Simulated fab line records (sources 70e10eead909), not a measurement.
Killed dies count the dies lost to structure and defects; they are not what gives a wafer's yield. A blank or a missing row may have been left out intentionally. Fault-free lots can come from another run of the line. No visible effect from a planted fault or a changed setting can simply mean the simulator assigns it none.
fab line records -- flow nand_harc
record: lots: 15, wafers: 42, last_day: 34
route steps=1302 shown A_ONON_D2@548 END@1302
lots untouched by any fault: they come from a run of this same line in which no faults occurred
start_h: hours from the record's opening day to when the first of the lot's shown wafers began -- wait_h: hours from the lot's prior step to this one -- " repeats the value in the row above -- L1.1+2: several wafers, shown together as one row -- - value missing, or start not given -- * or withheld: withheld -- < > ~ a bound
route shown NAME@n: a module of which the file shows steps, and the number in the route of the first -- usual: average and standard deviation across the fault-free wafers -- same: alike in all rows -- chamber/n: place in a boat -- sites: the reading at each site -- _std_site: how widely they spread, as a standard deviation -- _edge_site: inner sites' mean taken away from outer sites' mean -- radius_mm: how far each site lies from the wafer's centre -- mask NAME#n: copy n -- behind: tool/chamber where the wafer was last shaped -- hold: what put the lot on hold/how long, in hours/how the hold closed -- device: the n, p or np transistor that did not switch -- end of line: the tests these same wafers got at the end of their route -- for a step that has no rows: nothing shown but its recipe -- killed: at the first sort, the dies lost to defects and structure; wafer yield is something else -- map: dies across one wafer; x = killed, . = not, _ = none there
set.NAME: the run value of the setting; set.NAME@STEP: its run value at that earlier step -- model.NAME: the simulator's own value behind a step, which no gauge read
steps of the route over a sample of lots; a table a step, a row a wafer
services: from which hour (start_h, from the record's first day; less than 0 if before it) a tool's chamber was out of use, for how many hours, and why
== steps ==
step: NHARC_A_ONON_D2_THK_MEAS_05
recipe: thk_meas_gauge: ellipsometry
usual: thk_nm: 1003/11
lot.wafer,tool,chamber,start_h,wait_h,thk_nm
L577.1,film_metro-02,-,271.51,-,1011
L577.2,film_metro-02,-,271.51,-,1011
L577.5,film_metro-02,-,271.51,-,1011
L579.3,film_metro-01,-,291.44,-,1011
L579.4,film_metro-01,-,291.44,-,1011
L579.6,film_metro-01,-,291.44,-,1013
L580.1,film_metro-02,-,297.41,-,997
L580.4,film_metro-02,-,297.41,-,998
L580.5,film_metro-02,-,297.41,-,1001
L581.4,film_metro-01,-,319.76,-,1006
L581.5,film_metro-01,-,319.76,-,1004
L581.6,film_metro-01,-,319.76,-,1003
L582.1,film_metro-01,-,324.70,-,997
L582.4,film_metro-01,-,324.70,-,995
L582.5,film_metro-01,-,324.70,-,997
L583.3,film_metro-01,-,339.17,-,1007
L583.4,film_metro-01,-,339.17,-,1005
L583.6,film_metro-01,-,339.17,-,1007
L584.2,film_metro-02,-,347.12,-,996
L584.3,film_metro-02,-,347.12,-,996
L584.6,film_metro-02,-,347.12,-,994
L585.1,film_metro-02,-,370.14,-,1005
L585.3,film_metro-02,-,370.14,-,1007
L585.5,film_metro-02,-,370.14,-,1005
L586.1,film_metro-01,-,379.31,-,1008
L586.2,film_metro-01,-,379.31,-,1008
L586.6,film_metro-01,-,379.31,-,1011
L587.2,film_metro-01,-,384.27,-,982
L587.3,film_metro-01,-,384.27,-,983
L587.4,film_metro-01,-,384.27,-,982
L591.5,film_metro-02,-,420.91,-,998
L591.6,film_metro-02,-,420.91,-,999
L593.1,film_metro-02,-,436.52,-,1004
L593.5,film_metro-02,-,436.52,-,1006
L594.4,film_metro-01,-,450.08,-,1002
L594.5,film_metro-01,-,450.08,-,1001
L600.4,film_metro-01,-,501.60,-,1022
L600.5,film_metro-01,-,501.60,-,1022
L600.6,film_metro-01,-,501.60,-,1022
L599.2,film_metro-02,-,501.81,-,1002
L599.4,film_metro-02,-,501.81,-,1001
L599.6,film_metro-02,-,501.81,-,1003
step: NHARC_A_ONON_D2_DEP_12
recipe: target_thk_a: 10000, n2_flow_sccm: 2750, n2o_flow_sccm: 2000, nh3_flow_sccm: 500, sih4_flow_sccm: 210, temp_c: 400
lot.wafer,tool,chamber,start_h,wait_h
L577.1+2+5,pecvd_onon-02,0,272.69,0.1
L579.3+4+6,pecvd_onon-04,0,292.74,0.2
L580.1+4+5,pecvd_onon-01,0,298.61,0.1
L581.4+5+6,pecvd_onon-02,0,321.13,0.2
L582.1+4+5,pecvd_onon-04,0,325.88,0.1
L583.3+4+6,pecvd_onon-04,0,340.51,0.2
L584.2+3+6,pecvd_onon-04,0,348.36,0.1
L585.1+3+5,pecvd_onon-04,0,371.33,0.1
L586.1+2+6,pecvd_onon-04,0,380.50,0.1
L587.2+3+4,pecvd_onon-02,0,385.52,0.1
L591.5+6,pecvd_onon-04,0,422.33,0.3
L593.1+5,pecvd_onon-04,0,437.71,0.1
L594.4+5,pecvd_onon-04,0,451.43,0.2
L600.4+5+6,pecvd_onon-01,0,502.96,0.2
L599.2+4+6,pecvd_onon-02,0,503.06,0.1
step: NHARC_A_ONON_D2_THK_MEAS_14
recipe: thk_meas_gauge: ellipsometry
usual: thk_nm: 1001/8
lot.wafer,tool,chamber,start_h,wait_h,thk_nm
L577.1,film_metro-01,-,273.21,-,994
L577.2,film_metro-01,-,273.21,-,995
L577.5,film_metro-01,-,273.21,-,994
L579.3,film_metro-02,-,293.13,-,1009
L579.4,film_metro-02,-,293.13,-,1010
L579.6,film_metro-02,-,293.13,-,1009
L580.1,film_metro-01,-,299.11,-,989
L580.4,film_metro-01,-,299.11,-,986
L580.5,film_metro-01,-,299.11,-,989
L581.4,film_metro-02,-,321.46,-,1005
L581.5,film_metro-02,-,321.46,-,1003
L581.6,film_metro-02,-,321.46,-,1005
L582.1,film_metro-01,-,326.42,-,1006
L582.4,film_metro-01,-,326.42,-,1006
L582.5,film_metro-01,-,326.42,-,1004
L583.3,film_metro-01,-,340.90,-,995
L583.4,film_metro-01,-,340.90,-,996
L583.6,film_metro-01,-,340.90,-,996
L584.2,film_metro-01,-,348.82,-,1009
L584.3,film_metro-01,-,348.82,-,1010
L584.6,film_metro-01,-,348.82,-,1009
L585.1,film_metro-01,-,371.85,-,998
L585.3,film_metro-01,-,371.85,-,997
L585.5,film_metro-01,-,371.85,-,999
L586.1,film_metro-01,-,381.02,-,997
L586.2,film_metro-01,-,381.02,-,997
L586.6,film_metro-01,-,381.02,-,996
L587.2,film_metro-01,-,385.97,-,995
L587.3,film_metro-01,-,385.97,-,995
L587.4,film_metro-01,-,385.97,-,996
L591.5,film_metro-01,-,422.61,-,1563
L591.6,film_metro-01,-,422.61,-,1000
L593.1,film_metro-02,-,438.22,-,1010
L593.5,film_metro-02,-,438.22,-,1573
L594.4,film_metro-01,-,451.77,-,1571
L594.5,film_metro-01,-,451.77,-,1570
L600.4,film_metro-02,-,503.30,-,983
L600.5,film_metro-02,-,503.30,-,982
L600.6,film_metro-02,-,503.30,-,980
L599.2,film_metro-01,-,503.52,-,1015
L599.4,film_metro-01,-,503.52,-,1014
L599.6,film_metro-01,-,503.52,-,1014
step: NHARC_END_SORT_01
recipe: temp_c: 25
usual: killed_at_array: 56/19, killed_at_other: 0.8/1.1, killed_at_periphery: 3.4/2.5, killed_dies: 60/19, killed_open: 2.9/1.7, killed_short: 2.4/1.6
same: gross_dies: 677
lot.wafer,tool,chamber,start_h,wait_h,killed_at_array,killed_at_other,killed_at_periphery,killed_dies,killed_open,killed_short
L591.5,prober-02,0,712.28,3.7,670,1,6,677,6,2
L591.6,prober-02,0,713.07,3.9,23,0,4,27,4,1
L594.4,prober-02,0,732.00,3.4,675,0,2,677,3,1
L594.5,prober-02,0,732.80,3.7,672,1,4,677,7,4
killed by level:class
L591.5 A_ONON_D2:area_dep=646 A_CHANNEL_HOLE_D1:chamber_film_flake=9 A_CONTACT:chamber_film_flake=5 P_GATE:chamber_film_flake=4 A_DECK1_JOINT:chamber_film_flake=2 P_CONTACT:geometric_particle:short=1 P_CONTACT:geometric_particle:open=1 A_ONON_D1:geometric_particle:open=1
L591.6 A_CONTACT:chamber_film_flake=10 A_CHANNEL_HOLE_D1:chamber_film_flake=5 P_CONTACT:geometric_particle:open=2 A_SLIT:chamber_film_flake=2 A_ONON_D1:geometric_particle:short=1 A_CHANNEL_FILL_D1:geometric_particle:open=1 A_CHANNEL_FILL_D2:geometric_particle:open=1 P_GATE:chamber_film_flake=1
L594.4 A_ONON_D2:area_dep=651 A_CHANNEL_HOLE_D1:chamber_film_flake=7 A_SLIT:chamber_film_flake=6 A_CONTACT:chamber_film_flake=5 P_CONTACT:geometric_particle:open=1 A_DECK1_JOINT:geometric_particle:open=1 A_ONON_D2:geometric_particle:short=1 A_M0:geometric_particle:open=1
L594.5 A_ONON_D2:area_dep=643 A_CHANNEL_HOLE_D1:chamber_film_flake=9 A_CONTACT:chamber_film_flake=6 A_DECK1_JOINT:geometric_particle:open=3 A_ONON_D1:geometric_particle:short=2 A_CHANNEL_HOLE_D1:geometric_particle:short=2 P_GATE:chamber_film_flake=2 A_SLIT:chamber_film_flake=2
== services ==
tool,chamber,start_h,hours,kind
pecvd_onon-04,-,249.59,3.6,repair
pecvd_onon-01,-,269.31,13.0,pm
pecvd_onon-02,-,309.50,1.2,repair
pecvd_onon-04,-,311.06,13.0,pm
pecvd_onon-02,-,366.00,13.0,pm
pecvd_onon-01,-,450.31,13.0,pm
pecvd_onon-04,-,492.25,13.0,pm
== key ==
first_sign: step: NHARC_A_ONON_D2_THK_MEAS_14, reading: thk_nm, direction: up, sigmas: 71, usual: 1001, struck: 1569
effect: step: NHARC_END_SORT_01, reading: killed_at_array, direction: up, sigmas: 33, usual: 56, struck: 672
more_kills_born_at: NHARC_A_ONON_D2_DEP_12@pecvd_onon-04: 1940
met_at NHARC_A_ONON_D2_DEP_12
struck_lots L591,L593,L594
struck_wafers L591.5,L593.5,L594.4,L594.5
later_rows_left_out L591.5,L593.5,L594.4,L594.5
sort_left_out L593.5
tester_left_out L591,L593,L594
not_acting_at NHARC_A_ONON_D2_THK_MEAS_05
onset_between 380.50 422.33
fault: kind: process_parameter_drift, tool: pecvd_onon-04, chamber: -, onset_h: 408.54, steps: NHARC_A_ONON_D2_DEP_12, channel: target_thk_a, offset: *, shape: step, end_h: 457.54, scope: struck_wafers_only, acts_in: *, stated: *
tester_left_out: of these lots the tester's yield and bins aren't shown, on N5 and GAA mostly nor the transistor test; their killed dies are dies lost to structure and defects alone, not to doping, threshold or leakage, so they don't give the yield
sort_left_out: the simulated sort isn't trusted on such a fault, so these wafers' sort isn't shown, and their yield isn't known
later_rows_left_out: the simulator's readings of these wafers behind a module that went badly wrong aren't trusted and aren't shown, but for the sort
